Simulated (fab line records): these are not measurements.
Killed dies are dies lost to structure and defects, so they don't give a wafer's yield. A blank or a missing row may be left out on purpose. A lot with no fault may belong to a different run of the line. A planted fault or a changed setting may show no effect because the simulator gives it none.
8D (eight disciplines) problem report, filled in by code | flow nandHarc | the parts of the form that need people (team, actions taken, sign-off) are left out

## 1. PROBLEM STATEMENT
cdNm at NHARC_P_GATE_CD_MEAS_46 reads a mean of 712.9 nm on 6 wafers of 2 lots; wafers without a fault read 720.5 nm with a standard deviation of 1.2. That puts it -6.3 standard deviations away from the usual mean.
The step: target cd 720 nm.
First observed at day 9 13:37: wafer L868.1, on cdSem-02. Wafers with a number at this step in the record: 36, from 12 lots. Rule for "out" (also "out of limits"): further than 4 standard deviations from the usual mean. All remaining wafers that have a number are taken as sound.

## 2. WHAT IT IS, AND WHAT IT ISN'T
question                    | is                     | is not
which readings at this step | cdNm                   | -
which lots                  | L868, L869             | L858, L859, L862, L863, L864, L876, L878, L879, L880, L881
which wafers of those lots  | all that have a number | -
read on which gauges        | cdSem-02, cdSem-03     | cdSem-01
when                        | from day 9 13:37       | up to then (15 sound wafers); but 15 sound wafers of L876, L878, L879, L880, L881 came after

## 3. THE SUSPECTS, EACH WITH WHAT RULES IT OUT
Counting: a tool at any process step up to the reading remains a suspect when it ran all the lots that are out and ran no sound lot after the first of those.
- the gauge at NHARC_P_GATE_CD_MEAS_46 is ruled out. Those wafers that are out were read across 2 gauges (cdSem-02, cdSem-03).
- lithoTrack-07 at NHARC_P_GATE_PEB_44 (peb time 85 s): ruled out as a lasting fault. Following L868 (day 9 13:32), the first lot on it that is out, the sound lots L876, L878, L881 were run on it.
Left after counting: nothing in the record.

## 4. THE CAUSE (what the simulator had put in)
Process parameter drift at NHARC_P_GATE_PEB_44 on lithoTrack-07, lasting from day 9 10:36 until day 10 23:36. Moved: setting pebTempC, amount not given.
The count ruled it out by mistake, since the rule takes a fault to strike every lot its tool runs from the start of the fault on, and this one did not do so.

## 5. THE CHAIN OF EFFECTS, in route order
Each row: a reading where the mean over the struck wafers with a number is more than 3 standard deviations away from the usual. Only readings for which the record gives a usual standard deviation are gone through. hours: the time from each lot's start at the first step in this table that gives one to its start at this step, as a median over the lots. sigmas: the change in usual standard deviations.
hours | step                    | reading           | usual    | on struck wafers | change | sigmas
0     | NHARC_P_GATE_PEB_44     | heaterPowerTotalW | 163.96 W | 157.11           | -6.85  | -24
0     | NHARC_P_GATE_PEB_44     | plateTempC        | 117.98 C | 114.32           | -3.66  | -28
0     | NHARC_P_GATE_CD_MEAS_46 | cdNm              | 720.5 nm | 712.9            | -7.6   | -6.3
The process steps in it:
- NHARC_P_GATE_PEB_44: peb time 85 s.

## 6. WHAT WOULD HAVE CAUGHT IT SOONER
In this record the first reading out of limits at a measuring or inspecting step was taken at day 9 13:37, 3 hours after the fault began at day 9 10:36.
Tool's own readings at NHARC_P_GATE_PEB_44, heaterPowerTotalW, plateTempC: out on all struck wafers the step has rows for; an alarm limit on them would have tripped on the first.
